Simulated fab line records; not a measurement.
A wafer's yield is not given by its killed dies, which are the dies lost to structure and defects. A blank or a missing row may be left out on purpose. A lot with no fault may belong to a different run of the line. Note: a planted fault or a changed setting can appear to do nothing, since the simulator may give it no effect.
Matching of chambers | flow n5 finfet | N5_MIM_TOP_ALD_00 on ald hk-03 has 4 sister chambers
The step deposits Al2O3, purge time 3 s, co reactant pulse time 3 s. 4 wafers are shown with their chamber, then 8 later ones without.

EACH WAFER AND ITS CHAMBER
wafer  | chamber | precursor pulse height rel
L090.4 | 0       | 1.018
L090.5 | 2       | 0.991
L090.6 | 3       | 1.008
L091.1 | 1       | 0.992

WAFERS WHOSE CHAMBER IS MISSING
wafer  | precursor pulse height rel
L091.4 | 1.001
L091.5 | 1.010
L093.1 | 1.000
L093.3 | 0.985
L093.4 | 0.977
L097.3 | 1.021
L097.4 | 1.017
L097.6 | 1.008

CHAMBER TAKEN BY EACH
wafer  | from the rows above               | in truth
L091.4 | can't be placed: 3 or 1 or 2 or 0 | 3
L091.5 | can't be placed: 3 or 0           | 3
L093.1 | can't be placed: 1 or 3 or 2 or 0 | 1
L093.3 | can't be placed: 2 or 1           | 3
L093.4 | can't be placed: 2 or 1           | 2
L097.3 | can't be placed: 0 or 3           | 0
L097.4 | can't be placed: 0 or 3           | 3
L097.6 | can't be placed: 3 or 0           | 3
Correct placement for 0 of the 8. These rows do not allow placing 8 (true chamber among the candidates in 7). Number placed wrongly: 0.
How it was worked out, from the rows above alone: a wafer's distance from a chamber is the root of the sum, over the readings, of the square of ((its reading less the chamber's mean) divided by the reading's scatter). If the next closest chamber is less than 2 further off than the closest, the wafer can't be placed; otherwise it belongs to the closest. The mean given for a chamber averages the wafers shown for that chamber. The scatter: root of mean squared gap, hidden wafer to nearest shown wafer, with one shown wafer a chamber.
